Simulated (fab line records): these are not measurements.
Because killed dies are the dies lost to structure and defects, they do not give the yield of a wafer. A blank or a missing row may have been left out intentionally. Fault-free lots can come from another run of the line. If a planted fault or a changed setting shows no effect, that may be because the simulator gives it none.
fab line records ; flow n5Finfet
record: lots: 7; wafers: 21
route steps=1938 shown SD_EPI_P@321 SD_ACTIVATION@330 HKMG_FIN@391 GATE_CUT@480 MOL_CONTACT_COAG@584
startH: hours from the record's opening day to when the first of the lot's shown wafers began ; waitH: hours elapsed since this lot's preceding step ; " as in the row above ; L1.1+2: one row covering several wafers at once ; - no value present, or no start provided ; * or withheld: withheld ; < > ~ a bound
route shown NAME@n: names a module that has steps shown in the file, with the first one's number in the route ; usual: mean/standard deviation of fault-free wafers ; same: alike in all rows ; chamber/n: place in a boat ; sites: per-site readings ; _std_site: how widely they spread, as a standard deviation ; _edge_site: mean of outer sites minus mean of inner sites ; radiusMm: how far each site lies from the wafer's centre ; mask NAME#n: copy n ; behind: the most recent tool/chamber to have shaped the wafer ; hold: reason for holding the lot/hours on hold/outcome of the hold ; device: whichever transistor did not switch (one of n, p or np) ; end of line: the route-end tests of the same wafers ; a step given without rows: its recipe and nothing more ; killed: at the first sort, the dies lost to defects and structure; wafer yield is something else ; map: per-die view of a wafer (x killed, . not killed, _ where there is no die)
set.NAME: the setting as run; set.NAME@STEP: as run at that earlier step ; model.NAME: the simulator's own value behind a step, which no gauge read
lots where settings were altered on purpose, with a table for each step and a row for each wafer
== steps ==
step: N5_SD_EPI_P_EPI_21
recipe: material: SiGe:B; dopant: B; tempC: 550; pressureTorr: 20; ambient: H2; timeS: 355
lot.wafer;tool;chamber;startH;waitH;set.timeS;model.SiGe-B_of_SD_EPI_P_EPI_21.thkNm
L079.3;epiRpcvd-03;0;88.68;0.8;355;60.8
L079.5;epiRpcvd-03;0;88.68;0.8;355;61.2
L079.6;epiRpcvd-03;0;88.68;0.8;355;60.6
L084.1;epiRpcvd-02;0;115.93;0.1;355;60.2
L084.2;epiRpcvd-02;0;115.93;0.1;355;60
L084.6;epiRpcvd-02;0;117.73;1.8;355;60.4
L085.2;epiRpcvd-02;0;123.86;0.5;325.8;57.6
L085.5;epiRpcvd-02;0;124.94;1.5;355;59.8
L085.6;epiRpcvd-02;0;124.94;1.5;325.8;56.6
L091.1;epiRpcvd-03;0;158.99;0.1;355;60.8
L091.4;epiRpcvd-03;0;160.07;1.1;355;60.6
L091.5;epiRpcvd-03;0;160.07;1.1;355;61.2
L092.3;epiRpcvd-02;0;163.23;0.8;355;61
L092.4;epiRpcvd-02;0;163.23;0.8;355;62
L092.5;epiRpcvd-02;0;163.23;0.8;289.9;54
L096.2;epiRpcvd-02;0;188.30;0.5;355;61.8
L096.3;epiRpcvd-02;0;188.30;0.5;355;61
L096.4;epiRpcvd-02;0;188.30;0.5;355;60.2
L097.1;epiRpcvd-03;0;194.96;0.2;355;61
L097.2;epiRpcvd-03;0;194.96;0.2;300.3;54.6
L097.4;epiRpcvd-03;0;194.96;0.2;355;60.2
step: N5_SD_EPI_P_EPI_MEAS_23
recipe: mode: xrd
usual: thkNm: 61.1/1.1
lot.wafer;tool;chamber;startH;waitH;set.timeS@SD_EPI_P_EPI_21;thkNm
L079.3;filmMetro-02;-;90.17;1.1;355;61.0
L079.5;filmMetro-02;-;90.17;1.1;355;60.5
L079.6;filmMetro-02;-;90.17;1.1;355;60.0
L084.1;filmMetro-02;-;118.12;1.8;355;59.9
L084.2;filmMetro-02;-;118.12;1.8;355;60.6
L084.6;filmMetro-02;-;118.12;1.8;355;60.9
L085.2;filmMetro-01;-;125.70;1.5;325.8;58.4
L085.5;filmMetro-01;-;125.70;1.5;355;60.5
L085.6;filmMetro-01;-;125.70;1.5;325.8;56.2
L091.1;filmMetro-02;-;161.19;1.8;355;60.8
L091.4;filmMetro-02;-;161.19;1.8;355;62.2
L091.5;filmMetro-02;-;161.19;1.8;355;61.0
L092.3;filmMetro-02;-;164.73;1.1;355;62.1
L092.4;filmMetro-02;-;164.73;1.1;355;61.2
L092.5;filmMetro-02;-;164.73;1.1;289.9;53.4
L096.2;filmMetro-02;-;190.14;1.5;355;60.8
L096.3;filmMetro-02;-;190.14;1.5;355;60.6
L096.4;filmMetro-02;-;190.14;1.5;355;58.6
L097.1;filmMetro-02;-;197.87;2.4;355;61.7
L097.2;filmMetro-02;-;197.87;2.4;300.3;55.4
L097.4;filmMetro-02;-;197.87;2.4;355;60.4
step: N5_SD_EPI_P_HM_STRIP_48
recipe: chemistry: H3PO4; tempC: 160; material: SiNx; target: SiNx; targetDepthA: 30; overetchFraction: 0.3
lot.wafer;tool;chamber;startH;waitH;set.timeS@SD_EPI_P_EPI_21;model.SiGe-B_of_SD_EPI_P_EPI_21.thkNm
L079.3;wetBench-05;5;90.20;0.0;355;60.6
L079.5;wetBench-05;1;90.20;0.0;355;60.8
L079.6;wetBench-05;7;90.20;0.0;355;60.2
L084.1+2;wetBench-02;6,4;118.16;0.0;355;59.8
L084.6;wetBench-02;3;118.16;0.0;355;60
L085.2;wetBench-04;3;125.74;0.0;325.8;57.2
L085.5;wetBench-04;0;125.74;0.0;355;59.4
L085.6;wetBench-04;4;125.74;0.0;325.8;56.4
L091.1;wetBench-02;6;161.23;0.0;355;60.6
L091.4;wetBench-02;2;161.23;0.0;355;60.4
L091.5;wetBench-02;7;161.23;0.0;355;61
L092.3;wetBench-05;4;164.76;0.0;355;60.8
L092.4;wetBench-05;1;164.76;0.0;355;61.6
L092.5;wetBench-05;0;164.76;0.0;289.9;53.6
L096.2;wetBench-04;2;190.17;0.0;355;61.4
L096.3;wetBench-04;0;190.17;0.0;355;60.8
L096.4;wetBench-04;1;190.17;0.0;355;60
L097.1;wetBench-02;3;197.91;0.0;355;60.8
L097.2;wetBench-02;7;197.91;0.0;300.3;54.4
L097.4;wetBench-02;4;197.91;0.0;355;60
step: N5_SD_EPI_P_SRD_49
recipe: dry: ipaMarangoni; timeS: 30; tempC: 23; rinseLiquid: diw
step: N5_SD_EPI_P_PRECLEAN_24
recipe: chemistry: O3/DIW; timeS: 45; tempC: 22; o3Ppm: 10
step: N5_SD_ACTIVATION_RTA_00
recipe: tempC: 975; timeS: 0; ambient: N2; idleTempC: 600; rampUpCPerS: 150; rampDownCPerS: 60; coolToC: 600
step: N5_SD_ACTIVATION_LSA_01
recipe: tempC: 1080; timeS: 0.0008; ambient: N2
step: N5_SD_ACTIVATION_RS_MEAS_03
recipe: thkMeasGauge: four-point-probe
usual: RS_SD_N: 21.95/0.3; RS_SD_P: 55.8/0.84
lot.wafer;tool;chamber;startH;waitH;set.timeS@SD_EPI_P_EPI_21;RS_SD_N[ohm/sq];RS_SD_P[ohm/sq]
L079.3;filmMetro-02;-;90.81;0.2;355;21.94;56.5
L079.5;filmMetro-02;-;90.81;0.2;355;22.06;56.2
L079.6;filmMetro-02;-;90.81;0.2;355;21.97;56.9
L084.1;filmMetro-02;-;118.76;0.2;355;21.16;56.6
L084.2;filmMetro-02;-;118.76;0.2;355;22.10;56.3
L084.6;filmMetro-02;-;118.76;0.2;355;21.82;56.7
L085.2;filmMetro-01;-;126.33;0.2;325.8;22.43;59.1
L085.5;filmMetro-01;-;126.33;0.2;355;22.48;56.8
L085.6;filmMetro-01;-;126.33;0.2;325.8;22.50;60.2
L091.1;filmMetro-02;-;161.81;0.2;355;22.51;55.1
L091.4;filmMetro-02;-;161.81;0.2;355;22.16;55.0
L091.5;filmMetro-02;-;161.81;0.2;355;22.59;54.9
L092.3;filmMetro-02;-;165.37;0.2;355;21.91;55.5
L092.4;filmMetro-02;-;165.37;0.2;355;21.87;54.9
L092.5;filmMetro-02;-;165.37;0.2;289.9;22.38;63.0
L096.2;filmMetro-02;-;190.77;0.2;355;22.58;56.1
L096.3;filmMetro-02;-;190.77;0.2;355;21.97;56.9
L096.4;filmMetro-02;-;190.77;0.2;355;22.10;57.0
L097.1;filmMetro-02;-;198.89;0.2;355;22.06;55.5
L097.2;filmMetro-02;-;198.89;0.2;300.3;22.04;61.5
L097.4;filmMetro-02;-;198.89;0.2;355;22.17;56.4
step: N5_HKMG_FIN_COAT_42
recipe: resist: SiARC; tempC: 220; timeS: 60; spinRpm: 1500; resistThkNm: 35
lot.wafer;tool;chamber;startH;waitH;set.spinRpm;model.SiARC_of_HKMG_FIN_COAT_42.thkNm
L079.3+5+6;lithoTrack-02;0;-;-;1500;35
L084.1+2+6;lithoTrack-05;0;-;-;1500;34.8
L085.2;lithoTrack-03;0;-;-;1449;35.6
L085.5;lithoTrack-03;0;-;-;1500;35
L085.6;lithoTrack-03;0;-;-;1449;35.8
L091.1+4;lithoTrack-03;0;-;-;1500;35
L091.5;lithoTrack-03;0;-;-;1500;34.8
L092.3+4+5;lithoTrack-05;0;-;-;1500;35
L096.2+3+4;lithoTrack-03;0;-;-;1551;34.4
L097.1;lithoTrack-02;0;-;-;1544;34.4
L097.2;lithoTrack-02;0;-;-;1544;34.6
L097.4;lithoTrack-02;0;-;-;1500;35
step: N5_HKMG_FIN_EXPOSE_46
recipe: maskId: NDIPOLE; na: 1.35; sourceShape: conventional; sigmaOuter: 0.8; polarization: unpolarized; doseMj: 40
lot.wafer;tool;chamber;startH;waitH;mask;set.doseMj
L079.3+5+6;arfiScanner-01;0;103.50;-;NDIPOLE#0;40
L084.1;arfiScanner-01;0;131.87;-;NDIPOLE#0;40
L084.2+6;arfiScanner-01;0;131.87;-;NDIPOLE#0;38.22
L085.2+5;arfiScanner-03;0;138.95;-;NDIPOLE#0;38.46
L085.6;arfiScanner-03;0;138.95;-;NDIPOLE#0;40
L091.1+4;arfiScanner-01;0;174.25;-;NDIPOLE#0;40
L091.5;arfiScanner-01;0;174.25;-;NDIPOLE#0;37.42
L092.3+5;arfiScanner-01;0;178.74;-;NDIPOLE#0;37.64
L092.4;arfiScanner-01;0;178.74;-;NDIPOLE#0;40
L096.2+3+4;arfiScanner-01;0;203.77;-;NDIPOLE#0;40
L097.1+2+4;arfiScanner-03;0;211.52;-;NDIPOLE#0;40
step: N5_HKMG_FIN_PEB_47
recipe: pebTempC: withheld; pebTimeS: 60; resist: CAR-ArF
step: N5_HKMG_FIN_DEVELOP_48
recipe: developTimeS: 30; developer: TMAH; resist: CAR-ArF; rinseLiquid: diw; dry: airSpin; devTempC: 23
step: N5_HKMG_FIN_DESCUM_53
recipe: chemistry: O2; timeS: 7.9; sourcePowerW: 50; biasPowerW: 20; pressureMtorr: 20; rfFrequencyHz: 2.712e+07; tempC: 40; resist: CAR-ArF; o2FlowSccm: 225
step: N5_HKMG_FIN_ETCH_54
recipe: chemistry: CF4; target: SiARC; targetDepthA: 455; maskMaterial: CAR-ArF; timeS: 75.8; ionEnergyEv: 80; pressureMtorr: 40; sourceW: 545; biasW: 36; Ar_flow_sccm: 100; cf4FlowSccm: 100; ends: cleared
lot.wafer;tool;chamber;startH;waitH;set.spinRpm@HKMG_FIN_COAT_42;model.CAR-ArF_of_HKMG_FIN_COAT_43.thkNm;model.etch.depthNm
L079.3;rieDiel-02;1;103.73;0.0;1500;50.8;35.09
L079.5;rieDiel-02;2;103.73;0.0;1500;51.2;34.95
L079.6;rieDiel-02;1;103.73;0.0;1500;51.2;34.98
L084.1;rieDiel-06;1;132.12;0.0;1500;51.2;34.86
L084.2;rieDiel-06;0;132.12;0.0;1500;51.2;34.9
L084.6;rieDiel-06;1;132.12;0.0;1500;51.4;34.8
L085.2;rieDiel-06;1;139.19;0.0;1449;50.2;35.6
L085.5;rieDiel-06;0;139.19;0.0;1500;51.4;34.97
L085.6;rieDiel-06;1;139.19;0.0;1449;50.2;35.73
L091.1;rieDiel-03;3;174.50;0.0;1500;50.6;34.92
L091.4;rieDiel-03;2;174.50;0.0;1500;50.2;35
L091.5;rieDiel-03;1;174.50;0.0;1500;50.6;34.81
L092.3;rieDiel-06;3;178.97;0.0;1500;50.8;34.97
L092.4;rieDiel-06;0;178.97;0.0;1500;50.6;35.03
L092.5;rieDiel-06;0;178.97;0.0;1500;50.8;34.94
L096.2;rieDiel-02;3;204.01;0.0;1551;50.8;34.34
L096.3;rieDiel-02;0;204.01;0.0;1551;50.6;34.41
L096.4;rieDiel-02;3;204.01;0.0;1551;50.8;34.35
L097.1;rieDiel-03;3;211.76;0.0;1544;51.6;34.49
L097.2;rieDiel-03;0;211.76;0.0;1544;52;34.5
L097.4;rieDiel-03;2;211.76;0.0;1500;50.8;35.06
step: N5_HKMG_FIN_COAT_06
recipe: resist: CAR-ArF; spinRpm: 1500; resistThkNm: 90
lot.wafer;tool;chamber;startH;waitH;set.spinRpm;model.CAR-ArF_of_HKMG_FIN_COAT_06.thkNm
L079.3+5;lithoTrack-02;0;-;-;1500;90
L079.6;lithoTrack-02;0;-;-;1500;89.6
L084.1+6;lithoTrack-05;0;-;-;1500;90
L084.2;lithoTrack-05;0;-;-;1356;95
L085.2+5;lithoTrack-02;0;-;-;1622;86.6
L085.6;lithoTrack-02;0;-;-;1500;90.2
L091.1+4;lithoTrack-05;0;-;-;1500;89.8
L091.5;lithoTrack-05;0;-;-;1500;90
L092.3;lithoTrack-03;0;-;-;1500;90.2
L092.4;lithoTrack-03;0;-;-;1500;90.4
L092.5;lithoTrack-03;0;-;-;1575;88
L096.2;lithoTrack-05;0;-;-;1406;93.2
L096.3;lithoTrack-05;0;-;-;1406;93.4
L096.4;lithoTrack-05;0;-;-;1500;90.2
L097.1;lithoTrack-03;0;-;-;1500;89.6
L097.2+4;lithoTrack-03;0;-;-;1500;89.8
step: N5_HKMG_FIN_EXPOSE_09
recipe: maskId: NWFM; na: 1.35; sourceShape: conventional; sigmaOuter: 0.8; polarization: unpolarized; targetCdNm: 98; doseMj: 39.25
lot.wafer;tool;chamber;startH;waitH;mask;set.doseMj
L079.3+5+6;arfiScanner-03;0;106.80;-;NWFM#0;39.25
L084.1+6;arfiScanner-03;0;135.30;-;NWFM#0;36.58
L084.2;arfiScanner-03;0;135.30;-;NWFM#0;39.25
L085.2+5+6;arfiScanner-02;0;142.32;-;NWFM#0;39.25
L091.1;arfiScanner-03;0;177.77;-;NWFM#0;41.46
L091.4+5;arfiScanner-03;0;177.77;-;NWFM#0;39.25
L092.3+4+5;arfiScanner-01;0;182.16;-;NWFM#0;39.25
L096.2;arfiScanner-01;0;208.47;-;NWFM#0;41.87
L096.3+4;arfiScanner-01;0;208.47;-;NWFM#0;39.25
L097.1+2+4;arfiScanner-03;0;215.07;-;NWFM#0;39.25
step: N5_HKMG_FIN_PEB_10
recipe: pebTempC: withheld; pebTimeS: 60; resist: CAR-ArF
step: N5_HKMG_FIN_DEVELOP_11
recipe: developTimeS: 30; developer: TMAH; resist: CAR-ArF; devTempC: 23; rinseLiquid: diw; dry: airSpin
step: N5_HKMG_FIN_CD_MEAS_12
recipe: targetCdNm: 92.8; landingEnergyEv: 500; detector: seInlens
usual: cdNm: 93.5/0.65
lot.wafer;tool;chamber;startH;waitH;set.doseMj@HKMG_FIN_EXPOSE_09;cdNm
L079.3;cdSem-03;0;106.91;-;39.25;93.9
L079.5;cdSem-03;0;106.91;-;39.25;93.3
L079.6;cdSem-03;0;106.91;-;39.25;94.6
L084.1;cdSem-01;0;135.42;-;36.58;89.1
L084.2;cdSem-01;0;135.42;-;39.25;93.4
L084.6;cdSem-01;0;135.42;-;36.58;89.4
L085.2;cdSem-01;0;142.44;-;39.25;92.8
L085.5;cdSem-01;0;142.44;-;39.25;93.9
L085.6;cdSem-01;0;142.44;-;39.25;93.3
L091.1;cdSem-03;0;177.90;-;41.46;96.8
L091.4;cdSem-03;0;177.90;-;39.25;94.6
L091.5;cdSem-03;0;177.90;-;39.25;94.7
L092.3;cdSem-03;0;182.28;-;39.25;93.4
L092.4;cdSem-03;0;182.28;-;39.25;92.9
L092.5;cdSem-03;0;182.28;-;39.25;94.2
L096.2;cdSem-02;0;208.59;-;41.87;96.9
L096.3;cdSem-02;0;208.59;-;39.25;93.2
L096.4;cdSem-02;0;208.59;-;39.25;92.8
L097.1;cdSem-01;0;215.20;-;39.25;93.0
L097.2;cdSem-01;0;215.20;-;39.25;93.5
L097.4;cdSem-01;0;215.20;-;39.25;93.5
step: N5_HKMG_FIN_DESCUM_17
recipe: chemistry: O2; timeS: 7.9; sourcePowerW: 50; biasPowerW: 20; pressureMtorr: 20; rfFrequencyHz: 2.712e+07; tempC: 40; resist: CAR-ArF; o2FlowSccm: 225
lot.wafer;tool;chamber;startH;waitH;set.spinRpm@HKMG_FIN_COAT_06;set.doseMj@HKMG_FIN_EXPOSE_09;model.CAR-ArF_of_HKMG_FIN_COAT_06.thkNm;model.HKMG_FIN.cdNm
L079.3;rieDiel-03;0;107.00;0.0;1500;39.25;83.4;93.6
L079.5;rieDiel-03;3;107.00;0.0;1500;39.25;83.4;93.4
L079.6;rieDiel-03;2;107.00;0.0;1500;39.25;83;94.2
L084.1;rieDiel-03;3;135.58;0.1;1500;36.58;83.4;89
L084.2;rieDiel-03;2;135.58;0.1;1356;39.25;88.4;93.6
L084.6;rieDiel-03;2;135.58;0.1;1500;36.58;83.4;89.4
L085.2;rieDiel-03;3;142.53;0.0;1622;39.25;80;93
L085.5;rieDiel-03;0;142.53;0.0;1622;39.25;80.2;93.8
L085.6;rieDiel-03;1;142.53;0.0;1500;39.25;83.6;93.4
L091.1;rieDiel-03;1;177.99;0.0;1500;41.46;83.2;96.8
L091.4;rieDiel-03;0;177.99;0.0;1500;39.25;83.2;94.4
L091.5;rieDiel-03;0;177.99;0.0;1500;39.25;83.6;94.8
L092.3;rieDiel-06;3;182.36;0.0;1500;39.25;83.6;93.4
L092.4;rieDiel-06;0;182.36;0.0;1500;39.25;84;93
L092.5;rieDiel-06;0;182.36;0.0;1575;39.25;81.6;93.6
L096.2;rieDiel-06;3;208.67;0.0;1406;41.87;86.6;97.2
L096.3;rieDiel-06;2;208.67;0.0;1406;39.25;86.8;92.8
L096.4;rieDiel-06;0;208.67;0.0;1500;39.25;83.8;92.4
L097.1;rieDiel-06;3;215.28;0.0;1500;39.25;83;93.2
L097.2;rieDiel-06;2;215.28;0.0;1500;39.25;83.2;93.6
L097.4;rieDiel-06;0;215.28;0.0;1500;39.25;83.4;93.4
step: N5_GATE_CUT_COAT_27
recipe: resist: underlayer; tempC: 205; timeS: 60; spinRpm: 1500; resistThkNm: 10
lot.wafer;tool;chamber;startH;waitH;set.spinRpm;model.underlayer_of_GATE_CUT_COAT_27.thkNm
L079.3+5+6;lithoTrack-04;0;-;-;1500;10
L084.1+2+6;lithoTrack-01;0;-;-;1563;9.8
L085.2;lithoTrack-05;0;-;-;1500;10
L085.5+6;lithoTrack-05;0;-;-;1396;10.4
L091.1+4+5;lithoTrack-05;0;-;-;1500;10
L092.3;lithoTrack-01;0;-;-;1500;10
L092.4+5;lithoTrack-01;0;-;-;1407;10.4
L096.2;lithoTrack-04;0;-;-;1572;9.8
L096.3+4;lithoTrack-04;0;-;-;1500;10
L097.1+2+4;lithoTrack-04;0;-;-;1500;10
step: N5_GATE_CUT_EXPOSE_10
recipe: maskId: GATE_CUT; na: 0.33; sourceShape: annular; sigmaInner: 0.35; sigmaOuter: 0.8; polarization: unpolarized; targetCdNm: 20; doseMj: 43.25
lot.wafer;tool;chamber;startH;waitH;mask;set.doseMj
L079.3+5+6;euvScanner-01;0;115.06;-;GATE_CUT#0;43.25
L084.1+2+6;euvScanner-02;0;143.77;-;GATE_CUT#0;43.25
L085.2;euvScanner-02;0;150.40;-;GATE_CUT#0;40.44
L085.5+6;euvScanner-02;0;150.40;-;GATE_CUT#0;43.25
L091.1+4+5;euvScanner-02;0;186.67;-;GATE_CUT#0;43.25
L092.3;euvScanner-01;0;190.70;-;GATE_CUT#0;43.25
L092.4+5;euvScanner-01;0;190.70;-;GATE_CUT#0;46.35
L096.2+4;euvScanner-02;0;216.51;-;GATE_CUT#0;41.62
L096.3;euvScanner-02;0;216.51;-;GATE_CUT#0;43.25
L097.1+2+4;euvScanner-02;0;223.27;-;GATE_CUT#0;43.25
step: N5_GATE_CUT_PEB_11
recipe: pebTempC: 100; pebTimeS: 60; resist: CAR-EUV
step: N5_GATE_CUT_DEVELOP_12
recipe: developTimeS: 30; developer: TMAH; resist: CAR-EUV; rinseLiquid: surfactantRinse; dry: airSpin; devTempC: 23
step: N5_GATE_CUT_CD_MEAS_13
recipe: targetCdNm: 20; landingEnergyEv: 500; detector: seInlens
usual: cdNm: 20.00/0.28
lot.wafer;tool;chamber;startH;waitH;set.doseMj@GATE_CUT_EXPOSE_10;cdNm
L079.3;cdSem-03;0;115.18;-;43.25;19.72
L079.5;cdSem-03;0;115.18;-;43.25;20.17
L079.6;cdSem-03;0;115.18;-;43.25;20.17
L084.1;cdSem-01;0;143.90;-;43.25;20.11
L084.2;cdSem-01;0;143.90;-;43.25;19.71
L084.6;cdSem-01;0;143.90;-;43.25;20.04
L085.2;cdSem-02;0;150.53;-;40.44;18.47
L085.5;cdSem-02;0;150.53;-;43.25;19.78
L085.6;cdSem-02;0;150.53;-;43.25;20.28
L091.1;cdSem-01;0;186.80;-;43.25;19.75
L091.4;cdSem-01;0;186.80;-;43.25;19.80
L091.5;cdSem-01;0;186.80;-;43.25;20.02
L092.3;cdSem-02;0;190.82;-;43.25;19.90
L092.4;cdSem-02;0;190.82;-;46.35;21.65
L092.5;cdSem-02;0;190.82;-;46.35;21.16
L096.2;cdSem-01;0;216.64;-;41.62;19.31
L096.3;cdSem-01;0;216.64;-;43.25;19.74
L096.4;cdSem-01;0;216.64;-;41.62;19.02
L097.1;cdSem-03;0;223.40;-;43.25;20.29
L097.2;cdSem-03;0;223.40;-;43.25;19.76
L097.4;cdSem-03;0;223.40;-;43.25;19.88
step: N5_GATE_CUT_DESCUM_18
recipe: chemistry: O2; timeS: 7; sourcePowerW: 50; biasPowerW: 20; pressureMtorr: 20; rfFrequencyHz: 2.712e+07; tempC: 40; resist: CAR-EUV; o2FlowSccm: 225
lot.wafer;tool;chamber;startH;waitH;set.doseMj@GATE_CUT_EXPOSE_10;model.GATE_CUT.cdNm
L079.3;rieDiel-01;0;115.32;0.0;43.25;19.6
L079.5+6;rieDiel-01;1,0;115.32;0.0;43.25;20
L084.1+6;rieDiel-01;2,1;144.20;0.2;43.25;20
L084.2;rieDiel-01;0;144.20;0.2;43.25;19.6
L085.2;rieDiel-04;3;150.65;0.0;40.44;18.4
L085.5;rieDiel-04;0;150.65;0.0;43.25;19.8
L085.6;rieDiel-04;1;150.65;0.0;43.25;20.2
L091.1;rieDiel-05;2;187.72;0.8;43.25;19.6
L091.4;rieDiel-05;1;187.72;0.8;43.25;20
L091.5;rieDiel-05;3;187.72;0.8;43.25;19.8
L092.3;rieDiel-04;3;191.17;0.3;43.25;20
L092.4;rieDiel-04;0;191.17;0.3;46.35;21.2
L092.5;rieDiel-04;0;191.17;0.3;46.35;21
L096.2+4;rieDiel-05;1,3;217.02;0.3;41.62;19.2
L096.3;rieDiel-05;2;217.02;0.3;43.25;19.8
L097.1;rieDiel-01;1;223.52;0.0;43.25;20
L097.2+4;rieDiel-01;3,0;223.52;0.0;43.25;19.8
step: N5_GATE_CUT_ETCH_28
recipe: chemistry: N2/H2; target: underlayer; targetDepthA: 130; maskMaterial: CAR-EUV; timeS: 10.4; ionEnergyEv: 200; pressureMtorr: 30; sourceW: 840; biasW: 150; n2FlowSccm: 200; h2FlowSccm: 200; ends: cleared
lot.wafer;tool;chamber;startH;waitH;set.spinRpm@GATE_CUT_COAT_27;set.doseMj@GATE_CUT_EXPOSE_10;model.CAR-EUV_of_GATE_CUT_COAT_07.thkNm;model.etch.depthNm;model.GATE_CUT.cdNm
L079.3;rieDiel-01;0;115.37;0.0;1500;43.25;14.8;9.969;19.6
L079.5;rieDiel-01;1;115.37;0.0;1500;43.25;14.6;9.996;20
L079.6;rieDiel-01;0;115.37;0.0;1500;43.25;14.6;9.964;20
L084.1;rieDiel-01;2;144.23;0.0;1563;43.25;14.8;9.807;19.8
L084.2;rieDiel-01;0;144.23;0.0;1563;43.25;14.8;9.821;19.6
L084.6;rieDiel-01;1;144.23;0.0;1563;43.25;14.8;9.813;20
L085.2;rieDiel-04;3;150.69;0.0;1500;40.44;14.6;9.979;18.6
L085.5;rieDiel-04;0;150.69;0.0;1396;43.25;14.2;10.37;19.8
L085.6;rieDiel-04;1;150.69;0.0;1396;43.25;14;10.33;20.4
L091.1;rieDiel-05;2;187.75;0.0;1500;43.25;14.6;10.01;19.6
L091.4;rieDiel-05;1;187.75;0.0;1500;43.25;14.6;9.956;20
L091.5;rieDiel-05;3;187.75;0.0;1500;43.25;14.4;9.994;19.8
L092.3;rieDiel-04;3;191.20;0.0;1500;43.25;14.6;10.03;20
L092.4;rieDiel-04;0;191.20;0.0;1407;46.35;14.2;10.39;21
L092.5;rieDiel-04;0;191.20;0.0;1407;46.35;14.4;10.34;20.8
L096.2;rieDiel-05;1;217.05;0.0;1572;41.62;14.8;9.749;19.4
L096.3;rieDiel-05;2;217.05;0.0;1500;43.25;14.4;9.953;19.8
L096.4;rieDiel-05;3;217.05;0.0;1500;41.62;14.4;9.981;19.2
L097.1;rieDiel-01;1;223.56;0.0;1500;43.25;14.6;9.96;20
L097.2;rieDiel-01;3;223.56;0.0;1500;43.25;14.6;9.98;19.8
L097.4;rieDiel-01;0;223.56;0.0;1500;43.25;14.6;9.941;19.8
step: N5_MOL_CONTACT_COAG_ETCHBACK_135
recipe: chemistry: CHF3; target: SiO2; targetDepthA: 250; timeS: 16.7; ionEnergyEv: 200; pressureMtorr: 30; sourceW: 610; biasW: 170; Ar_flow_sccm: 200; CHF3_flow_sccm: 50
lot.wafer;tool;chamber;startH;waitH;set.timeS;model.SOC_of_MOL_CONTACT_COAG_COAT_75.thkNm
L079.3+5+6;rieDiel-06;2,1,0;130.06;0.0;16.7;57
L084.1;rieDiel-02;0;157.85;0.0;16.7;57
L084.2;rieDiel-02;1;157.85;0.0;16.7;57.2
L084.6;rieDiel-02;1;157.85;0.0;18.13;56.8
L085.2;rieDiel-03;0;164.26;0.0;16.7;57.6
L085.5+6;rieDiel-03;2,1;164.26;0.0;19.73;57.2
L091.1;rieDiel-03;0;203.65;0.0;16.7;57.6
L091.4;rieDiel-03;3;203.65;0.0;16.7;57.8
L091.5;rieDiel-03;0;203.65;0.0;13.67;58.4
L092.3;rieDiel-06;3;209.41;0.0;16.7;57.2
L092.4+5;rieDiel-06;2,0;209.41;0.0;18.99;57
L096.2;rieDiel-03;0;230.06;0.0;16.7;57.6
L096.3+4;rieDiel-03;1,2;230.06;0.0;16.7;57.4
L097.1;rieDiel-02;1;238.71;0.0;16.7;57.2
L097.2+4;rieDiel-02;3,1;238.71;0.0;16.7;57.4
== key ==
split: step: N5_SD_EPI_P_EPI_21; setting: timeS; stated: 355; by: wafer
response: step: N5_SD_EPI_P_EPI_21; reading: model.SiGe-B_of_SD_EPI_P_EPI_21.thkNm; change: +0.393; per: 1%; r: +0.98
response: step: N5_SD_EPI_P_EPI_MEAS_23; reading: thkNm; change: *; per: 1%; r: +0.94
response: step: N5_SD_EPI_P_HM_STRIP_48; reading: model.SiGe-B_of_SD_EPI_P_EPI_21.thkNm; change: +0.395; per: 1%; r: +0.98
response: step: N5_SD_ACTIVATION_RS_MEAS_03; reading: RS_SD_P; change: -0.391; per: 1%; r: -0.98
split: step: N5_HKMG_FIN_COAT_42; setting: spinRpm; stated: 1500; by: wafer
response: step: N5_HKMG_FIN_COAT_42; reading: model.SiARC_of_HKMG_FIN_COAT_42.thkNm; change: -0.191; per: 1%; r: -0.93
response: step: N5_HKMG_FIN_ETCH_54; reading: model.CAR-ArF_of_HKMG_FIN_COAT_43.thkNm; change: +0.348; per: 1%; r: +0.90
response: step: N5_HKMG_FIN_ETCH_54; reading: model.etch.depthNm; change: -0.197; per: 1%; r: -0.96
split: step: N5_HKMG_FIN_EXPOSE_46; setting: doseMj; stated: 40; by: wafer
response none clear
split: step: N5_HKMG_FIN_COAT_06; setting: spinRpm; stated: 1500; by: wafer
response: step: N5_HKMG_FIN_COAT_06; reading: model.CAR-ArF_of_HKMG_FIN_COAT_06.thkNm; change: -0.486; per: 1%; r: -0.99
response: step: N5_HKMG_FIN_DESCUM_17; reading: model.CAR-ArF_of_HKMG_FIN_COAT_06.thkNm; change: -0.475; per: 1%; r: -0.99
split: step: N5_HKMG_FIN_EXPOSE_09; setting: doseMj; stated: 39.25; by: wafer
response: step: N5_HKMG_FIN_CD_MEAS_12; reading: cdNm; change: +0.546; per: 1%; r: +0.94
response: step: N5_HKMG_FIN_DESCUM_17; reading: model.HKMG_FIN.cdNm; change: +0.596; per: 1%; r: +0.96
split: step: N5_GATE_CUT_COAT_27; setting: spinRpm; stated: 1500; by: wafer
response: step: N5_GATE_CUT_COAT_27; reading: model.underlayer_of_GATE_CUT_COAT_27.thkNm; change: -0.0567; per: 1%; r: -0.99
response: step: N5_GATE_CUT_ETCH_28; reading: model.CAR-EUV_of_GATE_CUT_COAT_07.thkNm; change: +0.0661; per: 1%; r: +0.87
response: step: N5_GATE_CUT_ETCH_28; reading: model.etch.depthNm; change: -0.0518; per: 1%; r: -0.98
split: step: N5_GATE_CUT_EXPOSE_10; setting: doseMj; stated: 43.25; by: wafer
response: step: N5_GATE_CUT_CD_MEAS_13; reading: cdNm; change: +0.214; per: 1%; r: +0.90
response: step: N5_GATE_CUT_DESCUM_18; reading: model.GATE_CUT.cdNm; change: +0.191; per: 1%; r: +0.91
response: step: N5_GATE_CUT_ETCH_28; reading: model.GATE_CUT.cdNm; change: +0.168; per: 1%; r: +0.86
split: step: N5_MOL_CONTACT_COAG_ETCHBACK_135; setting: timeS; stated: 16.7; by: wafer
response: step: N5_MOL_CONTACT_COAG_ETCHBACK_135; reading: model.SOC_of_MOL_CONTACT_COAG_COAT_75.thkNm; change: -0.0275; per: 1%; r: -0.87
